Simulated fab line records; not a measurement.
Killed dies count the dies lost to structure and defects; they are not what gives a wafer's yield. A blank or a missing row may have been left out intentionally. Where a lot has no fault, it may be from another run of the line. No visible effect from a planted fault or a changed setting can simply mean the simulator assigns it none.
The tool behind it: which one? :: flow nand-harc :: 20 lots with 60 wafers sampled at 2 steps, on a route of 1159 steps

## WHAT EACH GAUGE READ, for each wafer
NHARC_A_CONTACT_OVL_MEAS_70.
lot: L076
measured: day 16 13:42
on: overlay-01
overlay-x-nm (nm): -0.6 0.0 -0.3
overlay-y-nm (nm): -1.9 -1.1 -1.6

lot: L075
measured: day 16 21:08
on: overlay-01
overlay-x-nm (nm): 0.5 0.4 0.3
overlay-y-nm (nm): -0.2 0.0 -0.1

lot: L077
measured: day 17 00:05
on: overlay-01
overlay-x-nm (nm): 1.2 1.3 0.7
overlay-y-nm (nm): 1.0 0.5 0.7

lot: L078
measured: day 17 03:03
on: overlay-01
overlay-x-nm (nm): -0.2 -0.2 -0.3
overlay-y-nm (nm): 0.0 0.2 -0.3

lot: L080
measured: day 18 02:01
on: overlay-02
overlay-x-nm (nm): -1.0 -1.0 -0.9
overlay-y-nm (nm): 1.0 0.9 0.6

lot: L079
measured: day 18 02:10
on: overlay-02
overlay-x-nm (nm): -0.3 0.1 0.3
overlay-y-nm (nm): 0.0 0.1 0.3

lot: L081
measured: day 18 04:37
on: overlay-01
overlay-x-nm (nm): 0.1 0.5 0.1
overlay-y-nm (nm): -0.8 -0.8 -0.6

lot: L083
measured: day 18 17:34
on: overlay-02
overlay-x-nm (nm): -0.1 0.9 -0.1
overlay-y-nm (nm): 1.1 0.4 0.2

lot: L084
measured: day 19 03:35
on: overlay-02
overlay-x-nm (nm): -2.1 -2.0 -2.1
overlay-y-nm (nm): -0.9 -1.2 -0.9

lot: L087
measured: day 19 09:08
on: overlay-02
overlay-x-nm (nm): 0.2 0.5 0.1
overlay-y-nm (nm): -0.3 -0.2 0.0

lot: L088
measured: day 19 13:44
on: overlay-02
overlay-x-nm (nm): 0.0 -0.3 -0.7
overlay-y-nm (nm): 0.9 1.2 0.7

lot: L086
measured: day 19 22:22
on: overlay-01
overlay-x-nm (nm): 2.5 2.1 1.4
overlay-y-nm (nm): 1.1 0.8 0.3

lot: L089
measured: day 20 00:34
on: overlay-02
overlay-x-nm (nm): 0.2 0.5 0.5
overlay-y-nm (nm): 0.5 0.6 1.2

lot: L092
measured: day 20 14:34
on: overlay-01
overlay-x-nm (nm): -0.8 -0.6 -0.9
overlay-y-nm (nm): -1.1 -0.6 -0.7

lot: L091
measured: day 20 18:40
on: overlay-01
overlay-x-nm (nm): -1.1 -0.9 -1.3
overlay-y-nm (nm): 0.7 0.8 0.5

lot: L090
measured: day 20 20:27
on: overlay-02
overlay-x-nm (nm): -1.5 -1.1 -1.6
overlay-y-nm (nm): 2.3 2.2 2.5

lot: L093
measured: day 21 06:52
on: overlay-02
overlay-x-nm (nm): 0.9 0.1 0.7
overlay-y-nm (nm): 1.0 0.3 0.3

lot: L095
measured: day 22 02:02
on: overlay-02
overlay-x-nm (nm): -0.6 -0.5 -0.7
overlay-y-nm (nm): -1.0 -1.1 -0.9

lot: L096
measured: day 22 06:17
on: overlay-01
overlay-x-nm (nm): 0.8 0.7 0.8
overlay-y-nm (nm): -1.2 -1.2 -0.8

lot: L094
measured: day 22 08:13
on: overlay-02
overlay-x-nm (nm): 0.2 0.3 0.4
overlay-y-nm (nm): 1.3 1.6 1.7

## TOOL THAT RAN EACH LOT (tool first, then ch and the chambers of the sampled wafers, then the start)
lot: L076
NHARC_A_CONTACT_ETCH_114: har-cap-etch-03 ch 0,1, day 16 06:34

lot: L075
NHARC_A_CONTACT_ETCH_114: har-cap-etch-01 ch 0,1, day 16 12:30

lot: L077
NHARC_A_CONTACT_ETCH_114: har-cap-etch-02 ch 0,1, day 16 17:18

lot: L078
NHARC_A_CONTACT_ETCH_114: har-cap-etch-02 ch 0,1, day 16 21:26

lot: L080
NHARC_A_CONTACT_ETCH_114: har-cap-etch-03 ch 0,1, day 17 18:00

lot: L079
NHARC_A_CONTACT_ETCH_114: har-cap-etch-02 ch 0,1, day 17 20:33

lot: L081
NHARC_A_CONTACT_ETCH_114: har-cap-etch-01 ch 0,1, day 17 23:35

lot: L083
NHARC_A_CONTACT_ETCH_114: har-cap-etch-02 ch 0,1, day 18 10:35

lot: L084
NHARC_A_CONTACT_ETCH_114: har-cap-etch-01 ch 0,1, day 18 21:47

lot: L087
NHARC_A_CONTACT_ETCH_114: har-cap-etch-01 ch 0,1, day 19 03:56

lot: L088
NHARC_A_CONTACT_ETCH_114: har-cap-etch-03 ch 0,1, day 19 07:04

lot: L086
NHARC_A_CONTACT_ETCH_114: har-cap-etch-01 ch 0,1, day 19 16:14

lot: L089
NHARC_A_CONTACT_ETCH_114: har-cap-etch-03 ch 0,1, day 19 19:04

lot: L092
NHARC_A_CONTACT_ETCH_114: har-cap-etch-01 ch 0,1, day 20 08:15

lot: L091
NHARC_A_CONTACT_ETCH_114: har-cap-etch-02 ch 0,1, day 20 12:47

lot: L090
NHARC_A_CONTACT_ETCH_114: har-cap-etch-01 ch 0,1, day 20 13:16

lot: L093
NHARC_A_CONTACT_ETCH_114: har-cap-etch-02 ch 0,1, day 21 01:38

lot: L095
NHARC_A_CONTACT_ETCH_114: har-cap-etch-03 ch 1, day 21 19:46

lot: L096
NHARC_A_CONTACT_ETCH_114: har-cap-etch-01 ch 0,1, day 22 01:07

lot: L094
NHARC_A_CONTACT_ETCH_114: har-cap-etch-03 ch 0,1, day 22 03:11
- NHARC_A_CONTACT_ETCH_114: etches the open film in C4F8/O2/Ar, time 94 s, target depth 922 nm.

## WHAT THE TOOLS THEMSELVES READ (means of the sampled wafers that have a number; where no wafer has one, the mark that the record gives instead)
The record holds no such reading with a usual standard deviation.

## THE ANSWER, worked out from the rows above alone
Rule: usual is defined by the lots themselves. The widest of any qualifying gaps counts: lots, ordered by their means at a reading, are off when they make up no more than a third of the lots, leave a main group of 4 or more, and stand apart from it by 3 or more times the standard deviation of that group's means. The tables above print the reading to a certain number of digits; a main group whose means all agree to those digits is not used. A lot without any number at a reading at which 4 lots or more have one is off too. The other lots that the step has rows for count as sound. First the gauges in route order, then the tools' own readings, where a lot's mean is used as printed above. The first step at which some lot is off is used, and at that step the reading that is off furthest; a lot without a number counts as furthest.
No lot is off on any of the readings shown, so nothing can be concluded from this.

## WHAT THE SIMULATOR PUT IN
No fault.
